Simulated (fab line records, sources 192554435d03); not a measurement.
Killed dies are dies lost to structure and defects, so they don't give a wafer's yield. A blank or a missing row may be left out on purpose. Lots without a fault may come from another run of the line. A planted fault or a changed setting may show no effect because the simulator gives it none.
fab line records | flow n5_finfet
record lots=5 wafers=15 last_day=18
route steps=1938 shown BEOL_M7@1269
lots that met no fault: from a run of the same line without faults
start_h: hours from the record's first day to the start of the lot's first wafer shown | wait_h: hours since the lot's step before | " the same as in the row above | L1.1+2: a row that stands for several wafers | - no value, or no start given | * or withheld: withheld | < > ~ a bound
route shown NAME@n: a module of which the file shows steps, and the number in the route of the first | usual: mean/standard deviation of fault-free wafers | same: alike in all rows | chamber/n: place in a boat | sites: the reading at each site | _std_site: their standard deviation | _edge_site: outer sites' mean less inner sites' | radius_mm: how far each site lies from the wafer's centre | mask NAME#n: copy n | behind: the tool/chamber that last shaped the wafer | hold: why the lot was held/for how many hours/how that ended | device: the transistor (n, p or np) that didn't switch | end of line: the same wafers' tests at the end of the route | a step without rows: its recipe alone | killed: dies lost to structure and defects at the first sort, not the wafer's yield | map: a wafer's dies, x killed, . not, _ none there
set.NAME: the setting as run; set.NAME@STEP: as run at that earlier step | model.NAME: the simulator's own value behind a step, which no gauge read
lots at some steps of the route; a table a step, a row a wafer
services: from which hour (start_h, from the record's first day; less than 0 if before it) a tool's chamber was out of use, for how many hours, and why
## steps
# step N5_BEOL_M7_COAT_60
# recipe resist=SiARC temp_c=220 time_s=60 spin_rpm=1500 resist_thk_nm=35
# usual spin_speed_rpm=1500.1/1.1
# columns lot.wafer tool chamber start_h wait_h spin_speed_rpm
L078.1 litho_track-03 0 - - 1499.9
L078.3 " 0 " " 1500.4
L078.4 " 0 " " 1499.8
L079.1 litho_track-03 0 - - 1500.7
L079.2 " 0 " " 1500.2
L079.6 " 0 " " 1499.9
L091.4 litho_track-05 0 - - 1500.6
L091.5 " 0 " " 1500.6
L091.6 " 0 " " 1498.2
L092.4 litho_track-02 0 - - 1500.8
L092.5 " 0 " " 1499.2
L092.6 " 0 " " 1501.2
L095.1 litho_track-03 0 - - 1500.2
L095.5 " 0 " " 1500.5
L095.6 " 0 " " 1501.1
# step N5_BEOL_M7_COAT_05
# recipe resist=CAR-ArF spin_rpm=1500 resist_thk_nm=90
# usual spin_speed_rpm=1500.2/1.2
# columns lot.wafer tool chamber start_h wait_h spin_speed_rpm
L078.1 litho_track-03 0 - - 1500.9
L078.3 " 0 " " 1499.9
L078.4 " 0 " " 1499.5
L079.1 litho_track-03 0 - - 1500.1
L079.2 " 0 " " 1500.1
L079.6 " 0 " " 1500.4
L091.4 litho_track-05 0 - - 1500.5
L091.5 " 0 " " 1500.9
L091.6 " 0 " " 1500.1
L092.4 litho_track-02 0 - - 1500.2
L092.5 " 0 " " 1499.4
L092.6 " 0 " " 1498.6
L095.1 litho_track-03 0 - - 1500.5
L095.5 " 0 " " 1501.9
L095.6 " 0 " " 1500.1
# step N5_BEOL_M7_EBR_07
# recipe solvent=PGMEA ebr_width_mm=1.5
# same ebr_width_mm=1.5
# columns lot.wafer tool chamber start_h wait_h
L078.1+3+4 litho_track-03 0 - -
L079.1+2+6 litho_track-03 0 - -
L091.4+5+6 litho_track-05 0 - -
L092.4+5+6 litho_track-02 0 - -
L095.1+5+6 litho_track-03 0 - -
# step N5_BEOL_M7_SOFTBAKE_06
# recipe temp_c=110 time_s=60 resist=CAR-ArF
# columns lot.wafer tool chamber start_h wait_h
L078.1+3+4 litho_track-03 0 - -
L079.1+2+6 litho_track-03 0 - -
L091.4+5+6 litho_track-05 0 - -
L092.4+5+6 litho_track-02 0 - -
L095.1+5+6 litho_track-03 0 - -
# step N5_BEOL_M7_EXPOSE_08
# recipe mask_id=M7 na=1.35 source_shape=dipole sigma_inner=0.817 sigma_outer=0.97 polarization=te dose_mj=68.25
# same sigma_outer=0.97
# columns lot.wafer tool chamber start_h wait_h mask
L078.1+3+4 arfi_scanner-01 0 237.16 - M7#0
L079.1+2+6 arfi_scanner-01 0 237.28 - M7#0
L091.4+5+6 arfi_scanner-01 0 310.59 - M7#0
L092.4+5+6 arfi_scanner-02 0 310.99 - M7#0
L095.1+5+6 arfi_scanner-01 0 339.81 - M7#0
# step N5_BEOL_M7_PEB_09
# recipe peb_temp_c=withheld peb_time_s=60 resist=CAR-ArF
# columns lot.wafer tool chamber start_h wait_h
L078.1+3+4 litho_track-05 0 237.22 0.1
L079.1+2+6 litho_track-02 0 237.34 0.1
L091.4+5+6 litho_track-02 0 310.63 0.0
L092.4+5+6 litho_track-03 0 311.04 0.0
L095.1+5+6 litho_track-05 0 339.87 0.1
# step N5_BEOL_M7_DEVELOP_10
# recipe develop_time_s=30 developer=TMAH resist=CAR-ArF rinse_liquid=diw dry=air_spin dev_temp_c=23
# columns lot.wafer tool chamber start_h wait_h
L078.1+3+4 litho_track-05 0 - -
L079.1+2+6 litho_track-02 0 - -
L091.4+5+6 litho_track-02 0 - -
L092.4+5+6 litho_track-03 0 - -
L095.1+5+6 litho_track-05 0 - -
# step N5_BEOL_M7_CD_MEAS_11
# recipe target_cd_nm=38.5 landing_energy_ev=500 detector=se_inlens polarity=opening
# usual cd_nm=38.7/0.51
# columns lot.wafer tool chamber start_h wait_h cd_nm
L078.1 cd_sem-02 0 237.29 - 38.4
L078.3 " 0 " " 38.3
L078.4 " 0 " " 37.8
L079.1 cd_sem-02 0 237.41 - 38.4
L079.2 " 0 " " 39.5
L079.6 " 0 " " 39.2
L091.4 cd_sem-01 0 310.70 - 38.9
L091.5 " 0 " " 38.9
L091.6 " 0 " " 38.8
L092.4 cd_sem-02 0 311.10 - 38.1
L092.5 " 0 " " 38.0
L092.6 " 0 " " 38.3
L095.1 cd_sem-02 0 339.94 - 37.9
L095.5 " 0 " " 38.7
L095.6 " 0 " " 39.1
# step N5_BEOL_M7_OVL_MEAS_12
# recipe points_per_wafer=44
# usual M7_OVL=-0.2/0.73
# columns lot.wafer tool chamber start_h wait_h M7_OVL[nm]
L078.1 overlay-02 0 237.32 0.0 1.0
L078.3 " 0 " " 0.4
L078.4 " 0 " " 1.6
L079.1 overlay-02 0 237.44 0.0 -0.2
L079.2 " 0 " " 0.7
L079.6 " 0 " " 0.7
L091.4 overlay-02 0 310.73 0.0 -0.2
L091.5 " 0 " " -0.7
L091.6 " 0 " " 0.0
L092.4 overlay-02 0 311.13 0.0 -0.6
L092.5 " 0 " " -0.6
L092.6 " 0 " " -1.0
L095.1 overlay-01 0 339.97 0.0 -0.2
L095.5 " 0 " " -0.4
L095.6 " 0 " " 0.0
# step N5_BEOL_M7_INSPECT_13
# recipe mode=adi inspect_instrument=brightfield
# usual raw_defect_count=388/110
# columns lot.wafer tool chamber start_h wait_h raw_defect_count
L078.1 defect_inspect-02 - 237.34 0.0 375
L078.3 " - " " 409
L078.4 " - " " 519
L079.1 defect_inspect-02 - 237.46 0.0 509
L079.2 " - " " 402
L079.6 " - " " 589
L091.4 defect_inspect-01 - 310.75 0.0 355
L091.5 " - " " 224
L091.6 " - " " 270
L092.4 defect_inspect-02 - 311.15 0.0 346
L092.5 " - " " 305
L092.6 " - " " 290
L095.1 defect_inspect-02 - 339.99 0.0 392
L095.5 " - " " 506
L095.6 " - " " 411
# step N5_BEOL_M7_DESCUM_16
# recipe chemistry=O2 time_s=7.9 source_power_w=50 bias_power_w=20 pressure_mtorr=20 rf_frequency_hz=2.712e+07 temp_c=40 resist=CAR-ArF o2_flow_sccm=225
# usual drypump_motor_current_A=5.7/0.32 o2_flow_sccm=224.9/0.68 oes_product_au=0.79/0.1 rf_fwd_power_W=49.47/0.22 rf_vpp_V=243.2/1.1 showerhead_plenum_p_Torr=2.10/0.057 throttle_valve_pct=20.36/0.18
# columns lot.wafer tool chamber start_h wait_h drypump_motor_current_A o2_flow_sccm oes_product_au rf_fwd_power_W rf_hours_counter_h rf_vpp_V showerhead_plenum_p_Torr throttle_valve_pct
L078.1 rie_diel-04 0 237.81 0.5 5.7 225.8 0.98 49.51 2 243.0 2.14 20.17
L078.3 " 1 " " 6.3 224.4 0.68 49.64 243 244.6 2.15 20.65
L078.4 " 3 " " 5.9 223.7 0.93 48.91 11 244.2 2.13 20.16
L079.1 rie_diel-05 3 237.98 0.5 5.6 225.3 0.67 49.77 228 241.7 2.08 20.57
L079.2 " 1 " " 5.2 224.7 0.73 49.55 161 243.5 2.10 20.25
L079.6 " 3 " " 5.6 224.7 0.67 49.58 - 243.6 2.08 20.57
L091.4 rie_diel-04 1 311.06 0.3 6.3 224.8 0.97 49.44 9 245.0 2.14 20.28
L091.5 " 0 " " 5.6 225.2 0.90 49.09 - 243.3 2.13 20.21
L091.6 " 1 " " 6.2 224.5 0.98 49.40 - 244.2 2.14 20.25
L092.4 rie_diel-01 0 311.58 0.4 5.3 223.4 0.77 49.52 108 243.5 2.10 20.42
L092.5 " 3 " " 5.7 224.7 0.70 49.26 - 242.0 1.99 20.38
L092.6 " 0 " " 5.3 223.6 0.77 49.64 - 243.3 2.10 20.43
L095.1 rie_diel-01 1 340.19 0.2 5.5 225.6 0.70 49.53 225 244.5 2.07 20.47
L095.5 " 2 " " 5.4 223.3 0.92 49.55 - 242.2 2.05 20.51
L095.6 " 3 " " 5.6 224.9 0.69 49.48 - 242.0 1.99 20.37
# step N5_BEOL_M7_ETCH_61
# recipe chemistry=CF4 target=SiARC target_depth_a=455 mask_material=CAR-ArF time_s=75.8 ion_energy_ev=80 pressure_mtorr=40 source_w=545 bias_w=36 Ar_flow_sccm=100 cf4_flow_sccm=100 ends=cleared
# usual drypump_motor_current_A=5.7/0.32 etch_rf_on_time_s=75.9/1.9 oes_product_au=0.68/0.086 rf_fwd_power_W=540.4/2.1 rf_vpp_V=184.2/0.97 showerhead_plenum_p_Torr=2.15/0.062 throttle_valve_pct=15.54/0.21
# columns lot.wafer tool chamber start_h wait_h drypump_motor_current_A etch_rf_on_time_s oes_product_au rf_fwd_power_W rf_hours_counter_h rf_vpp_V showerhead_plenum_p_Torr throttle_valve_pct
L078.1 rie_diel-04 0 237.85 0.0 5.6 75.6 0.85 540.6 2 184.9 2.20 15.30
L078.3 " 1 " " 6.3 75.2 0.59 538.5 243 184.1 2.20 15.91
L078.4 " 3 " " 5.9 75.0 0.80 540.4 11 184.3 2.20 15.43
L079.1 rie_diel-05 3 238.02 0.0 5.6 80.0 0.57 540.8 228 185.0 2.12 15.77
L079.2 " 1 " " 5.2 75.8 0.64 542.1 161 184.0 2.14 15.40
L079.6 " 3 " " 5.6 79.8 0.56 539.6 - 183.0 2.12 15.79
L091.4 rie_diel-04 1 311.10 0.0 6.3 72.5 0.83 539.5 9 184.3 2.19 15.45
L091.5 " 0 " " 5.6 74.6 0.77 538.1 - 184.7 2.19 15.40
L091.6 " 1 " " 6.3 72.7 0.83 540.5 - 184.0 2.19 15.44
L092.4 rie_diel-01 0 311.61 0.0 5.3 73.2 0.67 537.5 108 183.5 2.16 15.62
L092.5 " 3 " " 5.7 76.4 0.60 540.5 - 182.0 2.04 15.52
L092.6 " 0 " " 5.3 74.0 0.67 539.5 - 182.1 2.16 15.61
L095.1 rie_diel-01 1 340.23 0.0 5.5 75.8 0.60 540.9 225 184.2 2.12 15.71
L095.5 " 2 " " 5.4 77.3 0.78 541.9 - 185.3 2.10 15.61
L095.6 " 3 " " 5.6 77.4 0.59 542.7 - 182.7 2.03 15.54
# step N5_BEOL_M7_ETCH_62
# recipe chemistry=N2/H2 target=SOC target_depth_a=1100 overetch_a=220 mask_material=SiARC temp_c=40 time_s=165 ion_energy_ev=200 pressure_mtorr=30 source_w=840 bias_w=150 n2_flow_sccm=200 h2_flow_sccm=200
# usual drypump_motor_current_A=5.7/0.32 oes_product_au=0.67/0.08 rf_fwd_power_W=837.9/2.1 rf_vpp_V=524.1/2.1 showerhead_plenum_p_Torr=2.55/0.07 throttle_valve_pct=17.73/0.16
# columns lot.wafer tool chamber start_h wait_h drypump_motor_current_A oes_product_au rf_fwd_power_W rf_hours_counter_h rf_vpp_V showerhead_plenum_p_Torr throttle_valve_pct
L078.1 rie_diel-04 0 237.90 0.0 5.7 0.83 833.7 3 526.5 2.62 17.61
L078.3 " 1 " " 6.3 0.58 838.4 243 525.7 2.60 17.97
L078.4 " 3 " " 5.9 0.79 832.3 11 526.3 2.61 17.69
L079.1 rie_diel-05 3 238.08 0.0 5.6 0.58 836.4 228 523.3 2.51 17.85
L079.2 " 1 " " 5.2 0.63 838.2 161 523.3 2.54 17.63
L079.6 " 3 " " 5.6 0.58 839.1 - 524.0 2.51 17.87
L091.4 rie_diel-04 1 311.15 0.0 6.3 0.80 837.2 9 523.9 2.59 17.56
L091.5 " 0 " " 5.6 0.76 837.7 - 524.4 2.61 17.64
L091.6 " 1 " " 6.3 0.80 835.4 - 525.8 2.59 17.56
L092.4 rie_diel-01 0 311.67 0.0 5.3 0.66 840.4 108 523.6 2.54 17.72
L092.5 " 3 " " 5.7 0.60 836.2 - 520.5 2.42 17.79
L092.6 " 0 " " 5.3 0.65 840.0 - 524.9 2.54 17.72
L095.1 rie_diel-01 1 340.28 0.0 5.5 0.60 833.3 225 524.2 2.51 17.86
L095.5 " 2 " " 5.4 0.78 836.0 - 521.4 2.49 17.90
L095.6 " 3 " " 5.7 0.60 836.8 - 520.3 2.42 17.80
# step N5_BEOL_M7_STRIP_68
# recipe chemistry=N2/H2 temp_c=40 n2_flow_sccm=200 h2_flow_sccm=200 rf_frequency_hz=6e+07
# columns lot.wafer tool chamber start_h wait_h
L078.1+3+4 rie_diel-04 0,1,3 238.04 0.1
L079.1+2+6 rie_diel-05 3,1,3 238.21 0.1
L091.4+5+6 rie_diel-04 1,0,1 311.29 0.1
L092.4+5+6 rie_diel-01 0,3,0 311.81 0.1
L095.1+5+6 rie_diel-01 1,2,3 340.42 0.1
# step N5_BEOL_M7_STRIP_67
# recipe chemistry=CF4 resist=SiARC power_w=300 bias_power_w=75 pressure_mtorr=50 cf4_flow_sccm=150 rf_frequency_hz=6e+07
# usual drypump_motor_current_A=5.7/0.32 oes_product_au=0.79/0.095 rf_vpp_V=271.2/1.4 showerhead_plenum_p_Torr=1.80/0.05 throttle_valve_pct=13.51/0.22
# columns lot.wafer tool chamber start_h wait_h drypump_motor_current_A oes_product_au rf_hours_counter_h rf_vpp_V showerhead_plenum_p_Torr throttle_valve_pct
L078.1 rie_diel-04 0 238.05 0.0 5.6 0.98 3 273.1 1.84 13.26
L078.3 " 1 " " 6.2 0.68 243 272.2 1.84 13.93
L078.4 " 3 " " 5.9 0.92 11 271.2 1.84 13.39
L079.1 rie_diel-05 3 238.22 0.0 5.6 0.68 228 269.0 1.77 13.74
L079.2 " 1 " " 5.2 0.74 161 272.8 1.79 13.39
L079.6 " 3 " " 5.6 0.68 - 270.2 1.77 13.75
L091.4 rie_diel-04 1 311.30 0.0 6.3 0.95 9 271.4 1.84 13.38
L091.5 " 0 " " 5.6 0.90 - 271.2 1.83 13.29
L091.6 " 1 " " 6.3 0.95 - 271.9 1.84 13.38
L092.4 rie_diel-01 0 311.82 0.0 5.3 0.77 108 271.2 1.80 13.55
L092.5 " 3 " " 5.7 0.71 - 270.6 1.72 13.57
L092.6 " 0 " " 5.3 0.77 - 271.4 1.80 13.54
L095.1 rie_diel-01 1 340.43 0.0 5.5 0.70 225 271.5 1.78 13.75
L095.5 " 2 " " 5.3 0.93 - 269.4 1.75 13.49
L095.6 " 3 " " 5.6 0.71 - 269.6 1.71 13.58
# step N5_BEOL_M7_HM_OPEN_17
# recipe chemistry=Cl2/BCl3 target_depth_a=200 overetch_a=60 target=TiN mask_material=SOC ion_energy_ev=150 pressure_mtorr=10 icp_w=1000 bias_w=126 Cl2_flow_sccm=53.25 bcl3_flow_sccm=21.75 Ar_flow_sccm=25
# usual drypump_motor_current_A=5.7/0.5 mfc_cl2_sccm=53.25/0.17 oes_product_au=0.67/0.074 rf_fwd_power_W=993/3.3 throttle_valve_pct=22.16/0.15
# columns lot.wafer tool chamber start_h wait_h drypump_motor_current_A mfc_cl2_sccm oes_product_au rf_fwd_power_W rf_hours_counter_h throttle_valve_pct
L078.1 rie_metal-01 1 238.09 0.0 5.8 53.17 0.55 990 112 22.40
L078.3 " 1 " " 5.8 53.39 0.55 995 - 22.38
L078.4 " 0 " " 6.1 53.42 0.76 990 - 22.05
L079.1 rie_metal-01 0 238.26 0.0 6.1 53.17 0.76 987 12 22.04
L079.2 " 1 " " 5.8 53.01 0.55 995 112 22.37
L079.6 " 1 " " 5.8 53.03 0.55 992 - 22.39
L091.4 rie_metal-02 0 311.40 0.1 6.1 53.16 0.61 997 - 22.23
L091.5 " 1 " " 5.6 53.20 0.72 994 - 22.17
L091.6 " 0 " " 6.1 53.25 0.62 998 - 22.22
L092.4 rie_metal-01 0 311.95 0.1 6.2 53.25 0.73 990 - 22.06
L092.5 " 0 " " 6.2 53.23 0.73 994 - 22.08
L092.6 " 0 " " 6.1 53.45 0.73 995 - 22.07
L095.1 rie_metal-01 1 340.48 0.0 5.8 53.25 0.83 994 2 21.89
L095.5 " 1 " " 5.8 53.35 0.83 994 - 21.86
L095.6 " 0 " " 6.2 53.29 0.72 991 - 22.07
# step N5_BEOL_M7_STRIP_19
# recipe chemistry=O2 power_w=400 temp_c=40 pressure_mtorr=30 rf_frequency_hz=6e+07 bias_power_w=0 overash_fraction=0.2 o2_flow_sccm=225
# usual drypump_motor_current_A=5.57/0.27 o2_flow_sccm=225.1/0.71 oes_product_au=0.77/0.091 rf_vpp_V=3.7/0.61 showerhead_plenum_p_Torr=2.10/0.06 throttle_valve_pct=16.65/0.19
# same overash_fraction=0.2
# columns lot.wafer tool chamber start_h wait_h drypump_motor_current_A o2_flow_sccm oes_product_au rf_hours_counter_h rf_vpp_V showerhead_plenum_p_Torr throttle_valve_pct
L078.1 rie_diel-04 3 238.20 0.1 5.91 223.8 0.93 11 4.6 2.13 16.37
L078.3 " 2 " " 6.20 227.0 0.86 45 4.6 2.06 16.23
L078.4 " 1 " " 6.32 225.0 0.68 243 3.4 2.15 16.91
L079.1 rie_diel-05 1 238.37 0.1 5.23 224.6 0.74 161 3.6 2.10 16.51
L079.2 " 2 " " 5.85 224.3 0.69 229 3.7 2.08 16.79
L079.6 " 3 " " 5.61 227.1 0.67 - 3.8 2.08 16.85
L091.4 rie_diel-05 3 311.51 0.1 5.61 224.9 0.66 245 4.6 2.08 16.89
L091.5 " 2 " " 5.86 225.7 0.70 - 3.4 2.07 16.80
L091.6 " 3 " " 5.61 224.7 0.65 - 3.8 2.08 16.88
L092.4 rie_diel-04 3 312.06 0.1 5.93 224.7 0.87 37 3.0 2.12 16.45
L092.5 " 2 " " 6.21 224.5 0.82 - 2.9 2.05 16.26
L092.6 " 3 " " 5.93 225.1 0.87 - 3.6 2.12 16.43
L095.1 rie_diel-01 1 340.68 0.2 5.54 225.6 0.70 225 3.9 2.08 16.77
L095.5 " 1 " " 5.54 225.9 0.69 - 3.7 2.08 16.77
L095.6 " 2 " " 5.36 223.8 0.91 - 3.8 2.06 16.71
# step N5_BEOL_M7_CD_MEAS_18
# recipe pitch_nm=80 target_cd_nm=40
# usual cd_nm=40.1/0.63
# columns lot.wafer tool chamber start_h wait_h cd_nm
L078.1 cd_sem-01 - 238.27 0.0 39.8
L078.3 " - " " 39.5
L078.4 " - " " 39.0
L079.1 cd_sem-02 - 238.44 0.0 39.2
L079.2 " - " " 41.2
L079.6 " - " " 39.6
L091.4 cd_sem-02 - 311.58 0.1 40.9
L091.5 " - " " 40.7
L091.6 " - " " 40.4
L092.4 cd_sem-02 - 312.13 0.1 39.4
L092.5 " - " " 39.2
L092.6 " - " " 39.3
L095.1 cd_sem-02 - 340.74 0.0 39.1
L095.5 " - " " 40.7
L095.6 " - " " 41.1
# step N5_BEOL_M7_COAT_63
# recipe resist=SOC temp_c=250 time_s=60 spin_rpm=1500 resist_thk_nm=60
# usual spin_speed_rpm=1499.9/1
# columns lot.wafer tool chamber start_h wait_h spin_speed_rpm
L078.1 litho_track-05 0 238.88 0.6 1499.9
L078.3 " 0 " " 1499.7
L078.4 " 0 " " 1498.3
L079.1 litho_track-02 0 238.88 0.4 1500.1
L079.2 " 0 " " 1499.5
L079.6 " 0 " " 1500.2
L092.4 litho_track-03 0 312.43 0.3 1500.0
L092.5 " 0 " " 1499.8
L092.6 " 0 " " 1501.2
L091.4 litho_track-05 0 312.43 0.9 1499.3
L091.5 " 0 " " 1497.0
L091.6 " 0 " " 1499.5
L095.1 litho_track-05 0 340.78 0.0 1498.9
L095.5 " 0 " " 1502.4
L095.6 " 0 " " 1498.8
# step N5_BEOL_M7_COAT_64
# recipe resist=SiARC temp_c=220 time_s=60 spin_rpm=1500 resist_thk_nm=12
# usual spin_speed_rpm=1499.9/1.2
# columns lot.wafer tool chamber start_h wait_h spin_speed_rpm
L078.1 litho_track-05 0 - - 1498.2
L078.3 " 0 " " 1501.7
L078.4 " 0 " " 1498.7
L079.1 litho_track-02 0 - - 1499.1
L079.2 " 0 " " 1498.5
L079.6 " 0 " " 1499.6
L092.4 litho_track-03 0 - - 1501.1
L092.5 " 0 " " 1501.9
L092.6 " 0 " " 1500.7
L091.4 litho_track-05 0 - - 1500.9
L091.5 " 0 " " 1498.9
L091.6 " 0 " " 1498.6
L095.1 litho_track-05 0 - - 1498.1
L095.5 " 0 " " 1498.4
L095.6 " 0 " " 1500.0
# step N5_BEOL_M7_COAT_71
# recipe resist=underlayer temp_c=205 time_s=60 spin_rpm=1500 resist_thk_nm=5
# usual spin_speed_rpm=1499.9/1.1
# columns lot.wafer tool chamber start_h wait_h spin_speed_rpm
L078.1 litho_track-05 0 - - 1501.2
L078.3 " 0 " " 1500.7
L078.4 " 0 " " 1499.5
L079.1 litho_track-02 0 - - 1499.3
L079.2 " 0 " " 1500.3
L079.6 " 0 " " 1499.0
L092.4 litho_track-03 0 - - 1501.3
L092.5 " 0 " " 1500.8
L092.6 " 0 " " 1501.2
L091.4 litho_track-05 0 - - 1498.2
L091.5 " 0 " " 1499.1
L091.6 " 0 " " 1498.5
L095.1 litho_track-05 0 - - 1500.5
L095.5 " 0 " " 1497.8
L095.6 " 0 " " 1499.4
# step N5_BEOL_M7_COAT_22
# recipe resist=CAR-EUV spin_rpm=1500 resist_thk_nm=30
# usual spin_speed_rpm=1500.0/0.97
# columns lot.wafer tool chamber start_h wait_h spin_speed_rpm
L078.1 litho_track-05 0 - - 1500.6
L078.3 " 0 " " 1501.8
L078.4 " 0 " " 1500.4
L079.1 litho_track-02 0 - - 1500.1
L079.2 " 0 " " 1499.6
L079.6 " 0 " " 1500.5
L092.4 litho_track-03 0 - - 1500.5
L092.5 " 0 " " 1499.4
L092.6 " 0 " " 1500.2
L091.4 litho_track-05 0 - - 1501.7
L091.5 " 0 " " 1500.6
L091.6 " 0 " " 1499.4
L095.1 litho_track-05 0 - - 1499.9
L095.5 " 0 " " 1499.9
L095.6 " 0 " " 1501.6
# step N5_BEOL_M7_EBR_24
# recipe solvent=PGMEA ebr_width_mm=1.5
# same ebr_width_mm=1.5
# columns lot.wafer tool chamber start_h wait_h
L078.1+3+4 litho_track-05 0 - -
L079.1+2+6 litho_track-02 0 - -
L092.4+5+6 litho_track-03 0 - -
L091.4+5+6 litho_track-05 0 - -
L095.1+5+6 litho_track-05 0 - -
# step N5_BEOL_M7_SOFTBAKE_23
# recipe temp_c=110 time_s=60 resist=CAR-EUV
# columns lot.wafer tool chamber start_h wait_h
L078.1+3+4 litho_track-05 0 - -
L079.1+2+6 litho_track-02 0 - -
L092.4+5+6 litho_track-03 0 - -
L091.4+5+6 litho_track-05 0 - -
L095.1+5+6 litho_track-05 0 - -
# step N5_BEOL_M7_EXPOSE_25
# recipe mask_id=V6 na=0.33 source_shape=annular sigma_inner=0.4 sigma_outer=0.8 polarization=unpolarized target_cd_nm=40 dose_mj=42.5
# same sigma_outer=0.8
# columns lot.wafer tool chamber start_h wait_h mask
L078.1+3+4 euv_scanner-01 0 239.01 - V6#0
L079.1+2+6 euv_scanner-02 0 239.18 - V6#0
L092.4+5+6 euv_scanner-02 0 312.59 - V6#0
L091.4+5+6 euv_scanner-02 0 312.63 - V6#0
L095.1+5+6 euv_scanner-02 0 341.04 - V6#0
# step N5_BEOL_M7_PEB_26
# recipe peb_temp_c=100 peb_time_s=60 resist=CAR-EUV
# columns lot.wafer tool chamber start_h wait_h
L078.1+3+4 litho_track-05 0 239.08 0.1
L079.1+2+6 litho_track-03 0 239.25 0.1
L092.4+5+6 litho_track-05 0 312.63 0.0
L091.4+5+6 litho_track-05 0 312.68 0.0
L095.1+5+6 litho_track-05 0 341.11 0.1
# step N5_BEOL_M7_DEVELOP_27
# recipe develop_time_s=30 developer=TMAH resist=CAR-EUV rinse_liquid=surfactant_rinse dry=air_spin dev_temp_c=23
# columns lot.wafer tool chamber start_h wait_h
L078.1+3+4 litho_track-05 0 - -
L079.1+2+6 litho_track-03 0 - -
L092.4+5+6 litho_track-05 0 - -
L091.4+5+6 litho_track-05 0 - -
L095.1+5+6 litho_track-05 0 - -
# step N5_BEOL_M7_CD_MEAS_28
# recipe target_cd_nm=40 landing_energy_ev=500 detector=se_inlens
# usual cd_nm=40.11/0.23
# columns lot.wafer tool chamber start_h wait_h cd_nm
L078.1 cd_sem-01 0 239.15 - 40.08
L078.3 " 0 " " 40.43
L078.4 " 0 " " 39.73
L079.1 cd_sem-02 0 239.31 - 40.08
L079.2 " 0 " " 39.77
L079.6 " 0 " " 39.79
L092.4 cd_sem-03 0 312.71 - 40.13
L092.5 " 0 " " 40.38
L092.6 " 0 " " 39.93
L091.4 cd_sem-02 0 312.75 - 40.49
L091.5 " 0 " " 39.89
L091.6 " 0 " " 39.97
L095.1 cd_sem-02 0 341.18 - 40.42
L095.5 " 0 " " 40.11
L095.6 " 0 " " 40.16
# step N5_BEOL_M7_OVL_MEAS_29
# recipe points_per_wafer=522
# usual V6_OVL=0.2/0.81
# columns lot.wafer tool chamber start_h wait_h V6_OVL[nm]
L078.1 overlay-01 0 239.19 0.0 -1.2
L078.3 " 0 " " -0.7
L078.4 " 0 " " -1.2
L079.1 overlay-01 0 239.34 0.0 -0.5
L079.2 " 0 " " 0.6
L079.6 " 0 " " -1.4
L092.4 overlay-01 0 312.75 0.0 1.0
L092.5 " 0 " " 0.7
L092.6 " 0 " " 1.7
L091.4 overlay-02 0 312.79 0.0 -0.2
L091.5 " 0 " " -0.6
L091.6 " 0 " " 0.1
L095.1 overlay-01 0 341.21 0.0 -0.4
L095.5 " 0 " " 0.8
L095.6 " 0 " " -0.1
# step N5_BEOL_M7_INSPECT_30
# recipe mode=adi inspect_instrument=brightfield
# usual raw_defect_count=387/110
# columns lot.wafer tool chamber start_h wait_h raw_defect_count
L078.1 defect_inspect-01 - 239.25 0.1 348
L078.3 " - " " 394
L078.4 " - " " 502
L079.1 defect_inspect-01 - 239.40 0.1 465
L079.2 " - " " 352
L079.6 " - " " 562
L092.4 defect_inspect-02 - 312.79 0.0 339
L092.5 " - " " 339
L092.6 " - " " 293
L091.4 defect_inspect-02 - 312.83 0.0 396
L091.5 " - " " 217
L091.6 " - " " 279
L095.1 defect_inspect-01 - 341.26 0.1 406
L095.5 " - " " 461
L095.6 " - " " 390
# step N5_BEOL_M7_DESCUM_33
# recipe chemistry=O2 time_s=7 source_power_w=50 bias_power_w=20 pressure_mtorr=20 rf_frequency_hz=2.712e+07 temp_c=40 resist=CAR-EUV o2_flow_sccm=225
# usual drypump_motor_current_A=5.8/0.35 o2_flow_sccm=225.0/0.69 oes_product_au=0.80/0.1 rf_fwd_power_W=49.46/0.19 rf_vpp_V=243.2/1.1 showerhead_plenum_p_Torr=2.10/0.051 throttle_valve_pct=20.32/0.2
# columns lot.wafer tool chamber start_h wait_h drypump_motor_current_A o2_flow_sccm oes_product_au rf_fwd_power_W rf_hours_counter_h rf_vpp_V showerhead_plenum_p_Torr throttle_valve_pct
L078.1 rie_diel-05 0 239.28 0.0 5.4 226.4 0.87 49.14 40 244.9 2.23 20.42
L078.3 " 3 " " 5.6 226.4 0.68 49.64 228 241.7 2.08 20.58
L078.4 " 2 " " 5.8 226.4 0.70 49.48 230 241.9 2.07 20.47
L079.1 rie_diel-01 1 239.61 0.2 5.5 224.1 0.73 49.59 189 242.3 2.08 20.41
L079.2 " 3 " " 5.6 225.2 0.72 49.36 157 242.3 2.00 20.32
L079.6 " 0 " " 5.3 225.0 0.81 49.55 - 243.5 2.11 20.38
L092.4 rie_diel-01 1 312.82 0.0 5.6 225.4 0.71 49.71 215 243.3 2.07 20.46
L092.5 " 2 " " 5.4 225.0 0.94 49.62 - 243.6 2.06 20.50
L092.6 " 3 " " 5.7 225.0 0.69 49.44 - 242.3 1.99 20.36
L091.4 rie_diel-04 2 313.01 0.2 6.2 225.8 0.82 49.83 73 241.9 2.05 20.01
L091.5 " 1 " " 6.3 225.6 0.97 49.22 - 243.8 2.14 20.26
L091.6 " 2 " " 6.2 225.7 0.82 49.63 - 242.3 2.05 20.01
L095.1 rie_diel-04 1 341.36 0.1 6.3 225.5 0.94 49.52 19 242.9 2.14 20.29
L095.5 " 0 " " 5.6 224.4 0.89 49.14 - 242.8 2.13 20.23
L095.6 " 1 " " 6.3 224.7 0.94 49.58 - 243.6 2.14 20.28
## services
# columns tool chamber start_h hours kind
euv_scanner-02 - 221.59 1.0 pm
rie_diel-01 3 226.04 5.8 repair
euv_scanner-02 - 232.00 5.8 pm
rie_diel-01 2 236.17 32.3 repair
rie_diel-01 - 236.82 0.8 repair
euv_scanner-01 - 237.83 1.0 pm
arfi_scanner-02 - 242.51 4.1 repair
rie_metal-01 1 246.97 16.4 repair
arfi_scanner-02 - 252.33 2.0 repair
rie_diel-04 1 253.83 13.9 repair
arfi_scanner-01 - 254.36 1.0 pm
euv_scanner-02 - 257.08 0.2 repair
euv_scanner-02 - 270.22 0.3 repair
rie_diel-01 1 279.30 8.4 repair
euv_scanner-02 - 281.80 1.0 pm
euv_scanner-02 - 283.17 0.2 repair
arfi_scanner-01 - 284.28 1.3 pm
rie_diel-01 3 286.15 4.1 repair
rie_diel-04 3 287.19 4.6 repair
arfi_scanner-01 - 290.90 1.0 pm
rie_diel-05 - 295.90 14.6 pm
rie_metal-01 - 296.25 0.1 repair
euv_scanner-02 - 333.89 1.0 pm
arfi_scanner-01 - 336.31 0.5 repair
## key
fault none
